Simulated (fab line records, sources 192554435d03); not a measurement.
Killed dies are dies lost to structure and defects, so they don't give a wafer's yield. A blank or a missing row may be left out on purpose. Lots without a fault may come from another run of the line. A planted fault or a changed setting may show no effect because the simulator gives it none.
Which tool did it? | flow n5_finfet | 11 lots, 32 wafers sampled, at 4 steps of a route of 1938

WHAT THE GAUGES READ, wafer by wafer
The record holds no reading of a measuring or inspecting step that can be judged against a usual standard deviation.

WHICH TOOL RAN EACH LOT (tool, then ch and the chambers of the sampled wafers, then the start)
lot  | N5_BEOL_M8_ETCH_66                 | N5_BEOL_M8_ETCH_41                            | N5_BEOL_M8_CVD_78                | N5_BEOL_M9_ILD_DEP_00
L503 | rie_diel-01 ch 1,2,3, day 10 13:22 | rie_diel-01 ch 1,2,3, day 10 14:58 or earlier | cvd_co-01 ch 1,2, day 10 14:58   | pecvd-02 ch 0, day 10 16:07
L504 | rie_diel-06 ch 2,3, day 10 13:32   | rie_diel-06 ch 2,3, day 10 15:05 or earlier   | cvd_co-02 ch 0,1, day 10 15:05   | pecvd-03 ch 0,1, day 10 16:14
L507 | rie_diel-01 ch 1,2, day 11 11:43   | rie_diel-01 ch 1,2, day 11 13:46 or earlier   | cvd_co-01 ch 0,1,2, day 11 13:46 | pecvd-03 ch 0,1,2, day 11 15:10
L506 | rie_diel-06 ch 0,1,2, day 11 20:01 | rie_diel-06 ch 0,1,2, day 11 21:44 or earlier | cvd_co-01 ch 0,1, day 11 21:44   | pecvd-03 ch 0,1,2, day 11 23:34
L509 | rie_diel-04 ch 0,2, day 12 12:02   | rie_diel-04 ch 0,2, day 12 13:49 or earlier   | cvd_co-01 ch 0,1, day 12 13:49   | pecvd-02 ch 1,2, day 12 16:19
L515 | rie_diel-04 ch 0,3, day 15 03:21   | rie_diel-04 ch 0,3, day 15 05:38 or earlier   | cvd_co-02 ch 0,2, day 15 05:38   | pecvd-02 ch 0,1, day 15 06:55
L521 | rie_diel-01 ch 2,3, day 15 10:13   | rie_diel-01 ch 2,3, day 15 11:49 or earlier   | cvd_co-01 ch 0,1,2, day 15 11:49 | pecvd-03 ch 0,1,2, day 15 13:04
L520 | rie_diel-01 ch 1,2, day 15 23:30   | rie_diel-01 ch 1,2, day 16 01:42 or earlier   | cvd_co-01 ch 0,1, day 16 01:42   | pecvd-02 ch 0,1,2, day 16 03:00
L523 | rie_diel-04 ch 0,3, day 16 01:18   | rie_diel-04 ch 0,3, day 16 03:22 or earlier   | cvd_co-01 ch 0,2, day 16 03:22   | pecvd-01 ch 0,2, day 16 04:40
L525 | rie_diel-01 ch 1,2,3, day 16 10:23 | rie_diel-01 ch 1,2,3, day 16 12:10 or earlier | cvd_co-01 ch 1,2, day 16 12:10   | pecvd-01 ch 0,2, day 16 13:25
L526 | rie_diel-01 ch 0,1,3, day 17 13:14 | rie_diel-01 ch 0,1,3, day 17 14:57 or earlier | cvd_co-01 ch 0,2, day 17 14:57   | pecvd-03 ch 0,1,2, day 17 16:06
- N5_BEOL_M8_ETCH_66: etches SOC in N2/H2, target depth 80 nm, overetch 16 nm, time 120 s.
- N5_BEOL_M8_ETCH_41: etches SiCN in CH3F/O2, target depth 31.9 nm, time 57.8 s.
- N5_BEOL_M8_CVD_78: deposits Co from CCTBA/H2, target thk 2 nm, time 142.3 s.
- N5_BEOL_M9_ILD_DEP_00: deposits SiCOH lowk from DEMS/porogen, target thk 308.51 nm, time 58 s.

WHAT THE TOOLS THEMSELVES READ (means of the sampled wafers that have a number; where no wafer has one, the mark that the record gives instead)
N5_BEOL_M8_ETCH_66. Usual: drypump_motor_current_A 5.6 A, standard deviation 0.35; n2_flow_sccm 200.0 sccm, standard deviation 0.54; oes_product_au 0.63 a.u., standard deviation 0.057; rf_vpp_V 525.4 V, standard deviation 2; showerhead_plenum_p_Torr 2.59 Torr, standard deviation 0.065; temp_c 40.00 C, standard deviation 0.12; throttle_valve_pct 17.53 %, standard deviation 0.24.
lot  | tool        | drypump_motor_current_A (A) | n2_flow_sccm (sccm) | oes_product_au (a.u.) | rf_vpp_V (V) | showerhead_plenum_p_Torr (Torr) | temp_c (C) | throttle_valve_pct (%) | flag
L503 | rie_diel-01 | 5.5                         | 199.5               | 0.61                  | 525.4        | 2.62                            | 39.97      | 17.66                  |
L504 | rie_diel-06 | 5.4                         | 199.9               | 0.67                  | 522.7        | 2.54                            | 39.92      | 17.51                  |
L507 | rie_diel-01 | 5.7                         | 200.1               | 0.58                  | 526.5        | 2.65                            | 39.92      | 17.69                  |
L506 | rie_diel-06 | 5.5                         | 199.6               | 0.66                  | 524.9        | 2.58                            | 40.03      | 17.41                  |
L509 | rie_diel-04 | 6.0                         | 200.4               | 0.60                  | 524.2        | 2.54                            | 39.95      | 17.67                  |
L515 | rie_diel-04 | 5.7                         | 200.1               | 0.64                  | 525.0        | 2.56                            | 39.98      | 17.34                  |
L521 | rie_diel-01 | 5.4                         | 199.5               | 0.61                  | 525.5        | 2.60                            | 39.90      | 17.58                  |
L520 | rie_diel-01 | 5.5                         | 199.5               | 0.69                  | 526.1        | 2.61                            | 40.10      | 17.58                  |
L523 | rie_diel-04 | 5.7                         | 200.0               | 0.63                  | 524.6        | 2.56                            | 39.88      | 17.36                  |
L525 | rie_diel-01 | 5.5                         | 200.1               | 0.64                  | 525.5        | 2.60                            | 40.09      | 17.59                  |
L526 | rie_diel-01 | 5.5                         | 200.2               | 0.64                  | 525.7        | 2.60                            | 39.96      | 17.52                  |

N5_BEOL_M8_ETCH_41. Usual: drypump_motor_current_A 5.6 A, standard deviation 0.35; oes_product_au 0.82 a.u., standard deviation 0.08; rf_vpp_V 298.2 V, standard deviation 1.2; showerhead_plenum_p_Torr 2.05 Torr, standard deviation 0.047; throttle_valve_pct 16.09 %, standard deviation 0.26.
lot  | tool        | drypump_motor_current_A (A) | oes_product_au (a.u.) | rf_vpp_V (V) | showerhead_plenum_p_Torr (Torr) | throttle_valve_pct (%) | flag
L503 | rie_diel-01 | 5.5                         | 0.79                  | 299.7        | 2.06                            | 16.20                  |
L504 | rie_diel-06 | 5.4                         | 0.86                  | 298.6        | 1.99                            | 16.00                  |
L507 | rie_diel-01 | 5.7                         | 0.76                  | 299.7        | 2.08                            | 16.17                  |
L506 | rie_diel-06 | 5.5                         | 0.85                  | 296.9        | 2.02                            | 15.97                  |
L509 | rie_diel-04 | 6.0                         | 0.79                  | 297.0        | 2.00                            | 16.16                  |
L515 | rie_diel-04 | 5.7                         | 0.83                  | 298.1        | 2.03                            | 15.92                  |
L521 | rie_diel-01 | 5.5                         | 0.79                  | 297.5        | 2.04                            | 16.10                  |
L520 | rie_diel-01 | 5.5                         | 0.91                  | 298.2        | 2.06                            | 16.09                  |
L523 | rie_diel-04 | 5.7                         | 0.83                  | 297.5        | 2.03                            | 15.96                  |
L525 | rie_diel-01 | 5.5                         | 0.83                  | 298.1        | 2.05                            | 16.11                  |
L526 | rie_diel-01 | 5.5                         | 0.84                  | 298.9        | 2.06                            | 16.11                  |

N5_BEOL_M8_CVD_78. Usual: run_length_s 165.3 s, standard deviation 0.56.
lot  | tool      | run_length_s (s) | flag
L503 | cvd_co-01 | 165.8            |
L504 | cvd_co-02 | 164.5            |
L507 | cvd_co-01 | 105.9            | OFF
L506 | cvd_co-01 | 135.5            | OFF
L509 | cvd_co-01 | 76.1             | OFF
L515 | cvd_co-02 | 165.1            |
L521 | cvd_co-01 | 165.5            |
L520 | cvd_co-01 | 165.6            |
L523 | cvd_co-01 | 165.1            |
L525 | cvd_co-01 | 165.9            |
L526 | cvd_co-01 | 164.9            |

N5_BEOL_M9_ILD_DEP_00. Usual: heater_power_w 343 W, standard deviation 47; showerhead_plenum_p_Torr 5.735 Torr, standard deviation 0.015; throttle_valve_pct 13.8 %, standard deviation 0.67.
lot  | tool     | heater_power_w (W) | showerhead_plenum_p_Torr (Torr) | throttle_valve_pct (%) | flag
L503 | pecvd-02 | 369                | 5.757                           | 15.0                   |
L504 | pecvd-03 | 327                | 5.722                           | 13.5                   |
L507 | pecvd-03 | 338                | 5.736                           | 13.4                   |
L506 | pecvd-03 | 341                | 5.731                           | 13.4                   |
L509 | pecvd-02 | 288                | 5.738                           | 13.5                   |
L515 | pecvd-02 | 315                | 5.742                           | 14.4                   |
L521 | pecvd-03 | 350                | 5.722                           | 13.6                   |
L520 | pecvd-02 | 345                | 5.736                           | 14.1                   |
L523 | pecvd-01 | 369                | 5.732                           | 14.0                   |
L525 | pecvd-01 | 389                | 5.726                           | 14.1                   |
L526 | pecvd-03 | 335                | 5.732                           | 13.4                   |

THE ANSWER, worked out from the rows above alone
Rule: a lot is off if the mean of its wafers that have a number lies more than 3 standard deviations from the usual mean. A lot without any number at a reading at which 4 lots or more have one is off too. The other lots that the step has rows for count as sound. The gauges are gone through in route order, then the tools' own readings, and for those a lot's mean is taken as printed above. The first step at which some lot is off is used, and at that step the reading that is off furthest; a lot without a number counts as furthest.
Off: L507, L506, L509, at N5_BEOL_M8_CVD_78 (run_length_s).
A tool fits if, at that step or a process step before it, it ran every lot that is off, and no sound lot after the first of them. N5_BEOL_M8_ETCH_41 gives no start for some lots, so the hours and the order of its lots are those of N5_BEOL_M8_CVD_78. None of those tried fits.

WHAT THE SIMULATOR HAD PUT IN
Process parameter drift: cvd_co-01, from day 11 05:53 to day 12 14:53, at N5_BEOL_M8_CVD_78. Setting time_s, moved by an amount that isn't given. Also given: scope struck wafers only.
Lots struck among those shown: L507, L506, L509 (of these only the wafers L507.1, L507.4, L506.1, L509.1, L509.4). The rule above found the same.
